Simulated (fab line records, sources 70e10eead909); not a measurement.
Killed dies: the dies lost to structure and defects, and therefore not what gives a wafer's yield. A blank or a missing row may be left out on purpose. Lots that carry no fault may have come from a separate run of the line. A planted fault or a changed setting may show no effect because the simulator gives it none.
Shared-tool check -- flow nandHarc -- Lots sampled 2, wafers sampled 6

## WHY THIS WAS OPENED
On 2 of the 2 lots, a flag is raised at NHARC_END_SORT_01 on the reading killedAtArray. Fault-free wafers read 26, with a standard deviation of 9.1.
Rule: a lot is flagged in two cases, either no wafer of it has a number, or all its wafers with numbers fall more than 4 standard deviations from that mean. All remaining lots are regarded as sound.

lot,measured,on,"killedAtArray, wafer by wafer",flag
L914,day 21 17:14,prober-01,98 71 112,FLAGGED
L918,day 22 22:05,prober-01,120 95 103,FLAGGED
On average the flagged lots' numbers are 100, which is +74 against the usual, or +8 standard deviations.

## WHICH TOOL EACH LOT WENT THROUGH
Before the reading, the record contains 2 process steps out of a 1159-step route. Read each cell as the tool, then ch plus the chambers that the sampled wafers visited, then the start.
lot,flag,NHARC_A_BLC_PRE_CLEAN_31,NHARC_A_BONDPAD_PVD_27
L914,FLAGGED,"pvdSputter-03, day 19 19:08","pvdSputter-01, day 20 09:22 or earlier"
L918,FLAGGED,"pvdSputter-03, day 20 20:40","pvdSputter-03, day 21 17:43 or earlier"
What these steps do:
- NHARC_A_BLC_PRE_CLEAN_31: time 15 s.
- NHARC_A_BONDPAD_PVD_27: deposits Cu, target thk 30 nm, time 20.49 s.
- NHARC_END_SORT_01

## FLAGGED AGAINST TOTAL, ONE TOOL AT A TIME (gauges that did the reading follow at the end)
step,tool,lots run,flagged,share of the flagged lots,sound lots run after its first flagged lot
NHARC_A_BLC_PRE_CLEAN_31,pvdSputter-03,2,2,all,0
NHARC_A_BONDPAD_PVD_27,pvdSputter-01,1,1,some,0
NHARC_A_BONDPAD_PVD_27,pvdSputter-03,1,1,some,0
NHARC_END_SORT_01,prober-01,2,2,all,0
NHARC_A_BONDPAD_PVD_27 gives no start for some lots, so the hours and the order of its lots are those of NHARC_A_BONDPAD_THK_MEAS_20.

## WHAT THE TABLE ALLOWS
pvdSputter-03 at NHARC_A_BLC_PRE_CLEAN_31 and prober-01 at NHARC_END_SORT_01 are the 2 rows of the table that ran each flagged lot.
- pvdSputter-03 at NHARC_A_BLC_PRE_CLEAN_31: 2 of its 2 lots flagged. It ran no sound lot before its first flagged lot in this sample, so the start can't be narrowed down.
- prober-01 at NHARC_END_SORT_01: 2 of its 2 lots flagged. It ran no sound lot before its first flagged lot in this sample, so the start can't be narrowed down.
Because each of these 2 tools fits a fault that began at some hour, counting lots does not separate them. More lots, or a look at what each step does to the wafer, might.

## WHAT THE SIMULATOR HAD INSERTED
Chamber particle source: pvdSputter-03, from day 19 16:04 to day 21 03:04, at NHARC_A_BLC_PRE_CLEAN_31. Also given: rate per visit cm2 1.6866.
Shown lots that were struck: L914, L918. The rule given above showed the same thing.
